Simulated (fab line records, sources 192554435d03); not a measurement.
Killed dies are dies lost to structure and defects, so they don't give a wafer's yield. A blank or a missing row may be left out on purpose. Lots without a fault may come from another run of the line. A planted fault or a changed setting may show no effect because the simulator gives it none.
Which tool did it? | flow n5_finfet | 11 lots, 32 wafers sampled, at 5 steps of a route of 1938

WHAT THE GAUGES READ, wafer by wafer
N5_BEOL_M4_RC_MEAS_101.
lot  | measured     | on        | DIBL_N (mV/V)
L710 | day 8 07:58  | prober-01 | 38.6 38.9 37.4
L713 | day 9 03:06  | prober-02 | 36.7 33.9 36.0
L715 | day 9 22:04  | prober-02 | 34.3 36.0 35.6
L717 | day 9 22:13  | prober-01 | 35.6 34.5 36.8
L716 | day 10 03:40 | prober-02 | 34.9 36.1 35.3
L723 | day 12 04:41 | prober-02 | 35.8 38.1 36.9
L725 | day 12 01:34 | prober-01 | 35.1 36.4 36.7
L726 | day 12 12:50 | prober-02 | 34.2 34.9
L727 | day 12 07:14 | prober-02 | 36.3 37.0 35.8
L730 | day 13 08:04 | prober-02 | 35.3 34.6 34.8
L729 | day 13 09:07 | prober-02 | 36.7 36.4 37.6

WHICH TOOL RAN EACH LOT (tool, then ch and the chambers of the sampled wafers, then the start)
lot  | N5_BEOL_M1_SPUTTER_86        | N5_BEOL_M1_ANNEAL_89         | N5_BEOL_M1_SPUTTER_92        | N5_BEOL_M1_ANNEAL_95
L710 | pvd_sputter-03, day 6 18:39  | pvd_sputter-03, day 6 18:57  | pvd_sputter-03, day 6 19:19  | pvd_sputter-03, day 6 19:37
L713 | pvd_sputter-02, day 7 17:31  | pvd_sputter-02, day 7 17:49  | pvd_sputter-02, day 7 18:11  | pvd_sputter-02, day 7 18:29
L715 | pvd_sputter-02, day 8 10:46  | pvd_sputter-02, day 8 11:04  | pvd_sputter-02, day 8 11:25  | pvd_sputter-02, day 8 11:43
L717 | pvd_sputter-01, day 8 15:53  | pvd_sputter-01, day 8 16:11  | pvd_sputter-01, day 8 16:32  | pvd_sputter-01, day 8 16:50
L716 | pvd_sputter-02, day 8 15:56  | pvd_sputter-02, day 8 16:14  | pvd_sputter-02, day 8 16:36  | pvd_sputter-02, day 8 16:54
L723 | pvd_sputter-01, day 10 04:15 | pvd_sputter-01, day 10 04:33 | pvd_sputter-01, day 10 04:55 | pvd_sputter-01, day 10 05:13
L725 | pvd_sputter-02, day 10 10:49 | pvd_sputter-02, day 10 11:07 | pvd_sputter-02, day 10 11:29 | pvd_sputter-02, day 10 11:47
L726 | pvd_sputter-03, day 10 22:07 | pvd_sputter-03, day 10 22:25 | pvd_sputter-03, day 10 22:46 | pvd_sputter-03, day 10 23:04
L727 | pvd_sputter-01, day 10 22:19 | pvd_sputter-01, day 10 22:37 | pvd_sputter-01, day 10 22:58 | pvd_sputter-01, day 10 23:16
L730 | pvd_sputter-01, day 11 19:13 | pvd_sputter-01, day 11 19:31 | pvd_sputter-01, day 11 19:52 | pvd_sputter-01, day 11 20:10
L729 | pvd_sputter-02, day 11 20:29 | pvd_sputter-02, day 11 20:47 | pvd_sputter-02, day 11 21:09 | pvd_sputter-02, day 11 21:27
- N5_BEOL_M1_SPUTTER_86: material Cu, target thk 4.5 nm, time 8.29 s.
- N5_BEOL_M1_ANNEAL_89: time 240 s.
- N5_BEOL_M1_SPUTTER_92: material Cu, target thk 4.5 nm, time 8.29 s.
- N5_BEOL_M1_ANNEAL_95: time 240 s.

THE ANSWER, worked out from the rows above alone
Rule: what is usual is taken from the lots themselves. Put in order of their means at a reading, lots are off if they are a third of the lots or fewer, leave a main group of 4 or more, and stand apart from it by a gap of 3 or more times the standard deviation of the main group's means; of several such gaps the widest counts. A main group whose means are all the same, to the digits that the tables above print for the reading, isn't used. A lot without any number at a reading at which 4 lots or more have one is off too. The other lots that the step has rows for count as sound.
No lot is off at any reading shown: from this, nothing can be told.

WHAT THE SIMULATOR HAD PUT IN
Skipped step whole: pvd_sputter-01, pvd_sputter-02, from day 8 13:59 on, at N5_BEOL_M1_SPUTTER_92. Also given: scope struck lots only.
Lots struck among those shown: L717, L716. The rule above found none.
